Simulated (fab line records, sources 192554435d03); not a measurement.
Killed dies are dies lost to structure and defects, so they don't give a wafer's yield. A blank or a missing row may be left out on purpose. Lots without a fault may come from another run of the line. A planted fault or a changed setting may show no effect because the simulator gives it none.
Chamber matching | flow n5_finfet | N5_BEOL_M2_STRIP_36 on rie_diel-04: 4 sister chambers
The step strips in N2/H2. 4 wafers are shown with their chamber, then 8 later ones without.

WAFERS WITH THEIR CHAMBER
wafer  | chamber | throttle_valve_pct (%)
L076.6 | 0       | 23.52
L085.1 | 2       | 23.15
L085.5 | 1       | 24.12
L088.2 | 3       | 23.81

WAFERS WITHOUT THEIR CHAMBER
wafer  | throttle_valve_pct (%)
L088.3 | 23.23
L088.5 | 24.12
L089.1 | 23.17
L089.3 | 23.21
L089.4 | 23.84
L091.1 | 23.86
L091.2 | 23.25
L091.4 | 23.18

WHICH CHAMBER EACH WENT THROUGH
wafer  | from the rows above | in truth
L088.3 | 2                   | 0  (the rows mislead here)
L088.5 | 1                   | 1
L089.1 | 2                   | 2
L089.3 | 2                   | 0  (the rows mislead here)
L089.4 | 3                   | 3
L091.1 | 3                   | 3
L091.2 | 2                   | 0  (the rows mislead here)
L091.4 | 2                   | 2
Placed correctly: 5 of 8. Can't be placed from these rows: 0. Placed wrongly: 3.
How it was worked out, from the rows above alone: a wafer's distance from a chamber is the root of the sum, over the readings, of the square of ((its reading less the chamber's mean) divided by the reading's scatter). The wafer belongs to the nearest chamber; if the next one is less than 2 further off, it can't be placed. A chamber's mean is the mean of its shown wafers. The scatter: with one shown wafer a chamber, the root of the mean of the squares of how far each hidden wafer lies from its nearest shown one.
